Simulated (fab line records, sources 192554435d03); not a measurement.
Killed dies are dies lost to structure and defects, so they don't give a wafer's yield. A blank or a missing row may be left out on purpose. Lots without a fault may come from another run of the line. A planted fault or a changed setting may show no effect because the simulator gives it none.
fab line records | flow n5_finfet
record lots=7 wafers=21
route steps=1938 shown BEOL_M12@1625 BEOL_M14@1753
start_h: hours from the record's first day to the start of the lot's first wafer shown | wait_h: hours since the lot's step before | " the same as in the row above | L1.1+2: a row that stands for several wafers | - no value, or no start given | * or withheld: withheld | < > ~ a bound
route shown NAME@n: a module of which the file shows steps, and the number in the route of the first | usual: mean/standard deviation of fault-free wafers | same: alike in all rows | chamber/n: place in a boat | sites: the reading at each site | _std_site: their standard deviation | _edge_site: outer sites' mean less inner sites' | radius_mm: how far each site lies from the wafer's centre | mask NAME#n: copy n | behind: the tool/chamber that last shaped the wafer | hold: why the lot was held/for how many hours/how that ended | device: the transistor (n, p or np) that didn't switch | end of line: the same wafers' tests at the end of the route | a step without rows: its recipe alone | killed: dies lost to structure and defects at the first sort, not the wafer's yield | map: a wafer's dies, x killed, . not, _ none there
set.NAME: the setting as run; set.NAME@STEP: as run at that earlier step | model.NAME: the simulator's own value behind a step, which no gauge read
lots whose settings were changed on purpose; a table a step, a row a wafer
## steps
# step N5_BEOL_M12_COAT_22
# recipe spin_rpm=2888 resist_thk_nm=300
# columns lot.wafer tool chamber start_h wait_h set.spin_rpm model.coat_of_BEOL_M12_COAT_22.thk_nm
L077.3+5 litho_track-05 0 - - 2888 299.4
L077.6 " 0 " " 2888 299.8
L079.1 litho_track-04 0 - - 2888 300.2
L079.2 " 0 " " 2888 299.8
L079.4 " 0 " " 3004 293.2
L084.2+4 litho_track-05 0 - - 2888 299.8
L084.6 " 0 " " 2888 300.6
L087.1 litho_track-03 0 - - 2888 299
L087.4 " 0 " " 2888 299.8
L087.6 " 0 " " 2888 300.2
L089.1 litho_track-04 0 - - 2888 299.4
L089.4 " 0 " " 2647 312.8
L089.5 " 0 " " 2647 313.2
L091.3 litho_track-05 0 - - 2612 314.8
L091.4 " 0 " " 2888 300.4
L091.6 " 0 " " 2888 299.6
L097.2 litho_track-04 0 - - 2585 315.8
L097.4 " 0 " " 2888 298
L097.6 " 0 " " 2585 315.6
# step N5_BEOL_M12_TRENCH_ETCH_34
# recipe chemistry=C4F8/O2/Ar target=SiOC target_depth_a=3189.5 mask_material=SOC pressure_mtorr=30 source_w=3000 bias_w=700 Ar_flow_sccm=400 C4F8_flow_sccm=15 O2_flow_sccm=8 he_inner_torr=15 he_outer_torr=30 time_s=125.5 ion_energy_ev=250
# columns lot.wafer tool chamber start_h wait_h set.time_s model.etch.depth_nm
L077.3 rie_diel-05 2 276.33 0.0 125.5 317.1
L077.5 " 1 " " 125.5 306.9
L077.6 " 0 " " 125.5 316.6
L079.1 rie_diel-05 2 278.98 0.0 108.5 271.9
L079.2 " 0 " " 125.5 312.5
L079.4 " 1 " " 108.5 263.9
L084.2 rie_diel-01 0 304.19 0.0 125.5 327.9
L084.4 " 3 " " 125.5 318
L084.6 " 0 " " 125.5 328.8
L087.1 rie_diel-01 0 318.71 0.0 125.5 326.2
L087.4 " 3 " " 104.8 268.7
L087.6 " 3 " " 104.8 268.4
L089.1 rie_diel-01 3 335.67 0.0 153.2 391.7
L089.4 " 2 " " 125.5 315.8
L089.5 " 1 " " 153.2 397.1
L091.3 rie_diel-05 1 368.71 0.0 115.4 299.4
L091.4 " 0 " " 115.4 291.9
L091.6 " 3 " " 125.5 315.7
L097.2 rie_diel-02 1 385.98 0.0 125.5 315.3
L097.4 " 0 " " 125.5 330
L097.6 " 1 " " 125.5 318.5
# step N5_BEOL_M12_STRIP_70
# recipe chemistry=C4F8/O2/Ar resist=SiARC rf_frequency_hz=6e+07
# step N5_BEOL_M12_OCD_MEAS_35
# usual trench_depth_nm=319/5.9
# columns lot.wafer tool chamber start_h wait_h set.time_s@BEOL_M12_TRENCH_ETCH_34 trench_depth_nm
L077.3 ocd-02 - 276.49 0.0 125.5 317
L077.5 " - " " 125.5 307
L077.6 " - " " 125.5 316
L079.1 ocd-02 - 279.13 0.0 108.5 272
L079.2 " - " " 125.5 312
L079.4 " - " " 108.5 264
L084.2 ocd-02 - 304.34 0.0 125.5 327
L084.4 " - " " 125.5 319
L084.6 " - " " 125.5 329
L087.1 ocd-02 - 318.86 0.0 125.5 326
L087.4 " - " " 104.8 269
L087.6 " - " " 104.8 269
L089.1 ocd-01 - 335.83 0.0 153.2 392
L089.4 " - " " 125.5 316
L089.5 " - " " 153.2 397
L091.3 ocd-01 - 368.87 0.0 115.4 299
L091.4 " - " " 115.4 292
L091.6 " - " " 125.5 317
L097.2 ocd-02 - 386.14 0.0 125.5 315
L097.4 " - " " 125.5 330
L097.6 " - " " 125.5 318
# step N5_BEOL_M12_SPUTTER_45
# recipe material=Cu target_thk_a=800 temp_c=-20 bias_v=60 power_w=26000 chamber_pressure_pa=0.13 time_s=13.33
# columns lot.wafer tool chamber start_h wait_h set.time_s
L077.3+5+6 pvd_sputter-03 - 277.25 0.0 13.33
L079.1+4 pvd_sputter-03 - 282.61 0.0 13.33
L079.2 " - " " 12.04
L084.2+4+6 pvd_sputter-03 - 305.24 0.0 13.33
L087.1+6 pvd_sputter-01 - 320.80 0.0 11.76
L087.4 " - " " 13.33
L089.1+5 pvd_sputter-03 - 338.43 0.0 11.91
L089.4 " - " " 13.33
L091.3+4 pvd_sputter-02 - 371.62 0.0 14.7
L091.6 " - " " 13.33
L097.2+6 pvd_sputter-01 - 388.31 0.0 14.28
L097.4 " - " " 13.33
# step N5_BEOL_M12_ECD_47
# recipe material=Cu target_thk_a=7200
# step N5_BEOL_M12_ANNEAL_48
# recipe temp_c=225 time_s=90 ambient=N2
# step N5_BEOL_M12_PRE_CLEAN_52
# recipe gas=NH3 time_s=15 temp_c=withheld rf_power_w=300
# step N5_BEOL_M12_DEP_53
# recipe material=SiCN target_thk_a=300 temp_c=withheld precursor=3MS/NH3 pressure_torr=3 rf_w=675 time_s=10.5
# step N5_BEOL_M12_RS_MEAS_54
# recipe thk_meas_gauge=four-point-probe reads=Cu_of_BEOL_M12_ECD_47+Ta_of_BEOL_M12_SPUTTER_44+TaN_of_BEOL_M12_SPUTTER_43
# usual M12_RS=0.0601/0.0012
# columns lot.wafer tool chamber start_h wait_h set.time_s@BEOL_M12_TRENCH_ETCH_34 M12_RS[ohm/sq]
L077.3 film_metro-01 - 279.02 0.0 125.5 0.0601
L077.5 " - " " 125.5 0.0622
L077.6 " - " " 125.5 0.0601
L079.1 film_metro-01 - 283.91 0.0 108.5 0.0708
L079.2 " - " " 125.5 0.0615
L079.4 " - " " 108.5 0.0730
L084.2 film_metro-01 - 306.22 0.0 125.5 0.0589
L084.4 " - " " 125.5 0.0605
L084.6 " - " " 125.5 0.0584
L087.1 film_metro-02 - 321.78 0.0 125.5 0.0586
L087.4 " - " " 104.8 0.0718
L087.6 " - " " 104.8 0.0727
L089.1 film_metro-02 - 339.42 0.0 153.2 0.0484
L089.4 " - " " 125.5 0.0604
L089.5 " - " " 153.2 0.0477
L091.3 film_metro-02 - 372.66 0.0 115.4 0.0643
L091.4 " - " " 115.4 0.0655
L091.6 " - " " 125.5 0.0611
L097.2 film_metro-01 - 389.40 0.0 125.5 0.0610
L097.4 " - " " 125.5 0.0581
L097.6 " - " " 125.5 0.0602
# step N5_BEOL_M14_TRENCH_ETCH_34
# recipe chemistry=C4F8/O2/Ar target=SiO2 target_depth_a=5566.5 mask_material=SOC he_inner_torr=15 he_outer_torr=30 time_s=126.9 ion_energy_ev=800 pressure_mtorr=20 source_w=1905 bias_w=2040 Ar_flow_sccm=400 C4F8_flow_sccm=16 O2_flow_sccm=12
# usual rf_vpp_V=2223/56
# columns lot.wafer tool chamber start_h wait_h set.bias_w rf_vpp_V
L077.3 rie_diel-05 1 286.61 0.0 1899 2148
L077.5 " 1 " " 2040 2258
L077.6 " 2 " " 2040 2258
L079.1 rie_diel-02 3 294.35 0.0 2040 2196
L079.2 " 2 " " 2040 2286
L079.4 " 0 " " 2040 2117
L084.2 rie_diel-01 3 314.77 0.0 2040 2207
L084.4 " 2 " " 2040 2280
L084.6 " 1 " " 2040 2219
L087.1 rie_diel-01 2 328.13 0.0 2388 2537
L087.4 " 0 " " 2040 2131
L087.6 " 2 " " 2388 2539
L089.1 rie_diel-02 3 346.33 0.0 2040 2193
L089.4 " 1 " " 2040 2275
L089.5 " 2 " " 2040 2284
L091.3 rie_diel-05 1 381.58 0.0 2040 2257
L091.4 " 0 " " 2040 2152
L091.6 " 2 " " 2040 2256
L097.2 rie_diel-02 1 396.72 0.0 2040 2275
L097.4 " 0 " " 1734 1885
L097.6 " 0 " " 1734 1885
## key
split step=N5_BEOL_M12_COAT_22 setting=spin_rpm stated=2888 by=wafer
response step=N5_BEOL_M12_COAT_22 reading=model.coat_of_BEOL_M12_COAT_22.thk_nm change=-1.63 per=1% r=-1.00
split step=N5_BEOL_M12_TRENCH_ETCH_34 setting=time_s stated=125.5 by=wafer
response step=N5_BEOL_M12_TRENCH_ETCH_34 reading=model.etch.depth_nm change=+3.43 per=1% r=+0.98
response step=N5_BEOL_M12_OCD_MEAS_35 reading=trench_depth_nm change=+3.43 per=1% r=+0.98
response step=N5_BEOL_M12_RS_MEAS_54 reading=M12_RS change=-0.000665 per=1% r=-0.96
split step=N5_BEOL_M12_SPUTTER_45 setting=time_s stated=13.33 by=wafer
response none clear
split step=N5_BEOL_M14_TRENCH_ETCH_34 setting=bias_w stated=2040 by=wafer
response step=N5_BEOL_M14_TRENCH_ETCH_34 reading=rf_vpp_V change=+24 per=1% r=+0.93
